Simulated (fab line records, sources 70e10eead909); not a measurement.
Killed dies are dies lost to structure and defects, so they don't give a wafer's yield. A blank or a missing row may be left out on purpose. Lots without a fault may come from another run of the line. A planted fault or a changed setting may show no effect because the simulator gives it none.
Chamber matching | flow nand_harc | NHARC_A_CONTACT_DEP_58 on pecvd-01: 3 sister chambers
The step deposits SiON, target thk 60 nm. 3 wafers are shown with their chamber, then 8 later ones without.

WAFERS WITH THEIR CHAMBER
wafer  | chamber | heater_power_w (W)
L080.2 | 2       | 563
L080.6 | 1       | 570
L084.1 | 0       | 882

WAFERS WITHOUT THEIR CHAMBER
wafer  | heater_power_w (W)
L084.2 | 611
L084.6 | 662
L087.2 | 654
L087.4 | 947
L087.5 | 598
L096.2 | 607
L096.4 | 655
L096.5 | 943

WHICH CHAMBER EACH WENT THROUGH
wafer  | from the rows above          | in truth
L084.2 | can't be placed: 1 or 2      | 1
L084.6 | can't be placed: 1 or 2 or 0 | 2
L087.2 | can't be placed: 1 or 2      | 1
L087.4 | 0                            | 0
L087.5 | can't be placed: 1 or 2      | 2
L096.2 | can't be placed: 1 or 2      | 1
L096.4 | can't be placed: 1 or 2      | 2
L096.5 | 0                            | 0
Placed correctly: 2 of 8. Can't be placed from these rows: 6 (the true chamber is among the candidates in 6). Placed wrongly: 0.
How it was worked out, from the rows above alone: a wafer's distance from a chamber is the root of the sum, over the readings, of the square of ((its reading less the chamber's mean) divided by the reading's scatter). The wafer belongs to the nearest chamber; if the next one is less than 2 further off, it can't be placed. A chamber's mean is the mean of its shown wafers. The scatter: with one shown wafer a chamber, the root of the mean of the squares of how far each hidden wafer lies from its nearest shown one.
